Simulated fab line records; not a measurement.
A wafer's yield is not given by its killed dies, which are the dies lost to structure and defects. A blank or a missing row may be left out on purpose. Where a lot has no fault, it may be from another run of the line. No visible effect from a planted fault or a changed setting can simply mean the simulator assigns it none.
Which tool is to blame? | flow n5 finfet | 9 lots with 27 wafers sampled at 5 steps, on a route of 1938 steps

== WHAT EACH GAUGE READ, for each wafer ==
N5_BEOL_M1_RS_MEAS_58: the measuring method here is four-point-probe. Usual: for M1_RS the level is 0.67 ohm/sq and the standard deviation is 0.033.
lot  | measured     | on            | M1_RS (ohm/sq) | flag
L697 | day 7 14:43  | film metro-01 | 0.70 0.65 0.71 |
L699 | day 8 06:17  | film metro-02 | 0.69 0.62 0.64 |
L700 | day 8 08:58  | film metro-02 | 0.65 0.64 0.66 |
L702 | day 9 00:38  | film metro-02 | 0.67 0.64 0.65 |
L703 | day 9 11:41  | film metro-02 | 0.68 0.67 0.63 |
L707 | day 10 01:57 | film metro-01 | 0.73 0.74 0.70 |
L710 | day 10 20:05 | film metro-01 | 0.71 0.68 0.70 |
L712 | day 11 21:10 | film metro-02 | 0.68 0.65 0.68 |
L715 | day 12 02:20 | film metro-01 | 0.67 0.61 0.68 |

N5_BEOL_M2_CD_MEAS_18: pitch 36 nm, target cd 18 nm. Usual: 18.1 nm for cd nm, sd 0.34.
lot  | measured     | on        | cd nm (nm)     | flag
L697 | day 7 16:46  | cd sem-02 | 17.5 17.8 18.2 |
L699 | day 8 09:01  | cd sem-02 | 18.2 18.7 17.8 |
L700 | day 8 13:59  | cd sem-01 | 18.4 18.2 18.1 |
L702 | day 9 03:08  | cd sem-01 | 19.0 18.5 18.5 |
L703 | day 9 13:46  | cd sem-02 | 17.7 18.1 18.3 |
L707 | day 10 04:19 | cd sem-02 | 18.5 17.4 18.2 |
L710 | day 10 21:41 | cd sem-02 | 18.2 18.2 18.0 |
L712 | day 11 23:04 | cd sem-02 | 17.8 18.4 18.5 |
L715 | day 12 04:48 | cd sem-01 | 17.6 17.3 18.2 |

N5_BEOL_M4_RC_MEAS_101. Usual: DIBL_N 36.8 mV/V, standard deviation 1.5; DIBL_P 37.1 mV/V, standard deviation 2.1; IOFF_N 0.168 nA/um, standard deviation 0.03; IOFF_P 0.22 nA/um, standard deviation 0.034; ION_N 679 uA/um, standard deviation 12; ION_P 466 uA/um, standard deviation 8; SS_N 71.7 mV/dec, standard deviation 0.58; SS_P 73.5 mV/dec, standard deviation 0.67; VT_N 248.8 mV, standard deviation 2.7; VT_P -250 mV, standard deviation 3.3.
lot  | measured     | on        | DIBL_N (mV/V)  | DIBL_P (mV/V)  | IOFF_N (nA/um)    | IOFF_P (nA/um) | ION_N (uA/um) | ION_P (uA/um) | SS_N (mV/dec)  | SS_P (mV/dec)  | VT_N (mV)         | VT_P (mV)      | flag
L697 | day 8 17:46  | prober-01 | 37.7 39.2 34.7 | 38.3 37.7 33.1 | 0.187 0.213 0.126 | 0.26 0.24 0.17 | 678 680 667   | 467 460 458   | 72.6 72.9 71.5 | 74.2 73.9 73.1 | 247.7 248.0 252.7 | -246 -247 -252 |
L699 | day 9 15:16  | prober-02 | 39.4 37.6 37.8 | 37.8 36.6 37.7 | 0.201 0.169 0.178 | 0.25 0.23 0.25 | 695 684 695   | 471 466 478   | 71.9 72.0 72.0 | 74.3 73.3 73.8 | 248.2 250.7 247.1 | -249 -246 -243 |
L700 | day 9 19:59  | prober-02 | 38.5 35.3 37.8 | 38.9 36.3 39.0 | 0.202 0.153 0.204 | 0.22 0.19 0.24 | 682 678 696   | 455 466 467   | 72.4 72.1 72.0 | 74.0 73.2 74.1 | 246.2 250.0 245.2 | -250 -253 -249 |
L702 | day 10 00:07 | prober-02 | 40.3 36.5 38.9 | 41.8 36.5 41.4 | 0.264 0.150 0.217 | 0.28 0.18 0.27 | 698 660 677   | 468 452 467   | 72.5 70.7 72.4 | 74.9 74.0 74.1 | 243.8 251.1 244.8 | -250 -253 -249 |
L703 | day 10 21:23 | prober-01 | 35.2 34.9 33.5 | 34.7 33.7 31.6 | 0.149 0.131 0.115 | 0.19 0.18 0.15 | 680 663 658   | 466 459 449   | 71.2 71.7 71.1 | 73.7 73.0 72.5 | 248.8 252.6 254.1 | -253 -254 -255 |
L707 | day 11 08:31 | prober-02 | 36.5 35.7 38.2 | 37.7 37.1 39.7 | 0.184 0.152 0.230 | 0.21 0.19 0.24 | 686 682 697   | 463 471 476   | 71.9 71.7 73.2 | 73.9 72.8 74.2 | 245.8 249.9 242.6 | -253 -254 -250 |
L710 | day 12 04:27 | prober-01 | 38.4 37.9 37.8 | 38.2 37.6 38.1 | 0.189 0.169 0.193 | 0.24 0.24 0.25 | 696 677 708   | 480 464 484   | 72.0 71.6 72.4 | 73.4 73.5 74.2 | 246.2 245.0 243.7 | -250 -249 -245 |
L712 | day 13 06:37 | prober-02 | 38.9 36.8 38.6 | 37.8 35.5 36.7 | 0.177 0.135 0.174 | 0.19 0.17 0.18 | 678 675 683   | 460 459 462   | 72.3 70.8 72.4 | 73.9 73.3 73.7 | 247.2 254.0 249.3 | -256 -256 -257 |
L715 | day 14 02:40 | prober-01 | 37.7 38.0 35.4 | 38.6 37.2 34.7 | 0.167 0.171 0.135 | 0.25 0.22 0.18 | 676 680 667   | 467 469 455   | 71.3 71.0 71.3 | 73.1 72.6 72.9 | 249.5 249.2 252.4 | -246 -248 -251 |

== TOOL THAT RAN EACH LOT (tool first, then ch and the chambers of the sampled wafers, then the start) ==
lot  | N5_BEOL_M2_ETCH_63                 | N5_BEOL_M2_ETCH_64
L697 | rie diel-06 ch 0,1,3, day 7 16:20  | rie diel-06 ch 0,1,3, day 7 16:22
L699 | rie diel-06 ch 1,3, day 8 08:33    | rie diel-06 ch 1,3, day 8 08:34
L700 | rie diel-06 ch 0,1, day 8 13:30    | rie diel-06 ch 0,1, day 8 13:32
L702 | rie diel-06 ch 0,1,2, day 9 02:43  | rie diel-06 ch 0,1,2, day 9 02:45
L703 | rie diel-01 ch 0,1,3, day 9 13:23  | rie diel-01 ch 0,1,3, day 9 13:25
L707 | rie diel-02 ch 0,2,3, day 10 03:23 | rie diel-02 ch 0,2,3, day 10 03:25
L710 | rie diel-02 ch 1,3, day 10 21:18   | rie diel-02 ch 1,3, day 10 21:20
L712 | rie diel-06 ch 1,2,3, day 11 22:41 | rie diel-06 ch 1,2,3, day 11 22:42
L715 | rie diel-06 ch 0,1,3, day 12 04:24 | rie diel-06 ch 0,1,3, day 12 04:26
- N5_BEOL_M2_ETCH_63: etches SiARC in CF4, target depth 15.6 nm, time 26 s.
- N5_BEOL_M2_ETCH_64: etches SOC in N2/H2, target depth 75 nm, overetch 22.5 nm, time 121.9 s.

== WHAT THE TOOLS THEMSELVES READ (means of the sampled wafers that have a number; where no wafer has one, the mark that the record gives instead) ==
N5_BEOL_M2_ETCH_63. Usual: value, then standard deviation, for each; bias w 36.02 W / 0.12; drypump motor current A 5.5 A / 0.55; etch rf on time s 25.7 s / 0.68; oes product au 0.69 a.u. / 0.074; rf vpp V 184.0 V / 1.3; showerhead plenum p Torr 2.13 Torr / 0.071; throttle valve pct 15.61 % / 0.23.
lot  | tool        | bias w (W) | drypump motor current A (A) | etch rf on time s (s) | oes product au (a.u.) | rf vpp V (V) | showerhead plenum p Torr (Torr) | throttle valve pct (%) | flag
L697 | rie diel-06 | 36.01      | 5.9                         | 24.6                  | 0.76                  | 184.2        | 2.14                            | 15.45                  |
L699 | rie diel-06 | 36.10      | 6.0                         | 24.9                  | 0.78                  | 183.6        | 2.09                            | 15.44                  |
L700 | rie diel-06 | 35.99      | 5.9                         | 24.8                  | 0.76                  | 185.8        | 2.21                            | 15.37                  |
L702 | rie diel-06 | 35.97      | 5.9                         | 24.7                  | 0.72                  | 184.5        | 2.18                            | 15.59                  |
L703 | rie diel-01 | 35.96      | 5.0                         | 26.4                  | 0.66                  | 183.9        | 2.08                            | 15.66                  |
L707 | rie diel-02 | 35.94      | 5.8                         | 25.4                  | 0.76                  | 185.6        | 2.19                            | 15.50                  |
L710 | rie diel-02 | 36.11      | 6.2                         | 25.7                  | 0.74                  | 183.1        | 2.09                            | 15.56                  |
L712 | rie diel-06 | 35.99      | 5.8                         | 24.8                  | 0.68                  | 183.4        | 2.11                            | 15.71                  |
L715 | rie diel-06 | 36.06      | 5.9                         | 24.7                  | 0.71                  | 184.3        | 2.13                            | 15.51                  |

N5_BEOL_M2_ETCH_64. Usual: bias w 150.1 W, standard deviation 0.44; drypump motor current A 5.5 A, standard deviation 0.54; oes product au 0.61 a.u., standard deviation 0.06; rf vpp V 523.4 V, standard deviation 2.4; showerhead plenum p Torr 2.53 Torr, standard deviation 0.086; throttle valve pct 17.8 %, standard deviation 0.32.
lot  | tool        | bias w (W) | drypump motor current A (A) | oes product au (a.u.) | rf vpp V (V) | showerhead plenum p Torr (Torr) | throttle valve pct (%) | flag
L697 | rie diel-06 | 150.1      | 5.9                         | 0.65                  | 523.6        | 2.55                            | 17.6                   |
L699 | rie diel-06 | 150.5      | 6.1                         | 0.67                  | 522.1        | 2.48                            | 17.6                   |
L700 | rie diel-06 | 117.0      | 5.9                         | 0.66                  | 451.4        | 2.62                            | 17.5                   | OFF
L702 | rie diel-06 | 118.0      | 5.9                         | 0.62                  | 449.9        | 2.60                            | 17.8                   | OFF
L703 | rie diel-01 | 149.7      | 5.0                         | 0.59                  | 521.1        | 2.48                            | 17.9                   |
L707 | rie diel-02 | 150.4      | 5.8                         | 0.67                  | 525.7        | 2.59                            | 17.7                   |
L710 | rie diel-02 | 150.2      | 6.2                         | 0.65                  | 521.9        | 2.46                            | 17.6                   |
L712 | rie diel-06 | 150.7      | 5.8                         | 0.59                  | 522.6        | 2.52                            | 17.9                   |
L715 | rie diel-06 | 150.4      | 5.9                         | 0.62                  | 523.8        | 2.54                            | 17.7                   |

== THE ANSWER, worked out from the rows above alone ==
Rule: a lot counts as off when the mean over its wafers that have a number is more than 3 standard deviations away from the usual mean. Also off: a lot with no number at a reading for which 4 or more lots have one. Where the step has rows for the other lots, those lots are counted as sound. First the gauges in route order, then the tools' own readings, where a lot's mean is used as printed above. The first step at which some lot is off is used, and at that step the reading that is off furthest; a lot without a number counts as furthest.
Off: L700, L702 (N5_BEOL_M2_ETCH_64, bias w).
If a tool, at that step or one of the process steps before it, ran each lot that is off and ran no sound lot following the first of them, it fits. None of those tried fits.

== WHAT THE SIMULATOR PUT IN ==
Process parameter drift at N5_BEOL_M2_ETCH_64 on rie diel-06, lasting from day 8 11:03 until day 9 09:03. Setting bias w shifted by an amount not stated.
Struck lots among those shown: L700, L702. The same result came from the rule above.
